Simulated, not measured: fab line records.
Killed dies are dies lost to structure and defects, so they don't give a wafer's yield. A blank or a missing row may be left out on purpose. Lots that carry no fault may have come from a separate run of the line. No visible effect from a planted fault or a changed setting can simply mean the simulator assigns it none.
Chamber matching + flow n5-finfet + ald-sin-04 running N5_BEOL_M1_ALD_98: 4 sister chambers
The step deposits SiO2, target thk 2.5 nm, pulse time 1 s, co reactant pulse time 1 s. 4 wafers are shown with their chamber, then 10 later ones without.

## EACH WAFER AND ITS CHAMBER
| wafer  | chamber | heater-power-w (W) |
|--------|---------|--------------------|
| L088.2 | 1       | 83                 |
| L088.4 | 0       | 78                 |
| L090.3 | 3       | 74                 |
| L090.4 | 2       | 88                 |

## WAFERS WITHOUT THEIR CHAMBER
| wafer  | heater-power-w (W) |
|--------|--------------------|
| L090.5 | 85                 |
| L092.1 | 84                 |
| L092.2 | 88                 |
| L092.3 | 73                 |
| L092.4 | 77                 |
| L092.5 | 85                 |
| L092.6 | 88                 |
| L096.2 | 73                 |
| L096.5 | 87                 |
| L096.6 | 84                 |

## WHICH CHAMBER EACH ONE RAN IN
| wafer  | from the rows above     | in truth |
|--------|-------------------------|----------|
| L090.5 | can't be placed: 1 or 2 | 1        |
| L092.1 | 1                       | 1        |
| L092.2 | 2                       | 2        |
| L092.3 | 3                       | 3        |
| L092.4 | can't be placed: 0 or 3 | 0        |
| L092.5 | can't be placed: 1 or 2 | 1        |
| L092.6 | 2                       | 2        |
| L096.2 | 3                       | 3        |
| L096.5 | 2                       | 2        |
| L096.6 | 1                       | 1        |
7 of 10 placed correctly. Can't be placed from these rows: 3 (the true chamber is among the candidates in 3). 0 placed wrongly.
How it was worked out, from the rows above alone: a wafer's distance from a chamber is the root of the sum, over the readings, of the square of ((its reading less the chamber's mean) divided by the reading's scatter). The wafer belongs to the nearest chamber; if the next one is less than 2 further off, it can't be placed. A chamber's mean is the mean of its shown wafers. The scatter: root of mean squared gap, hidden wafer to nearest shown wafer, with one shown wafer a chamber.
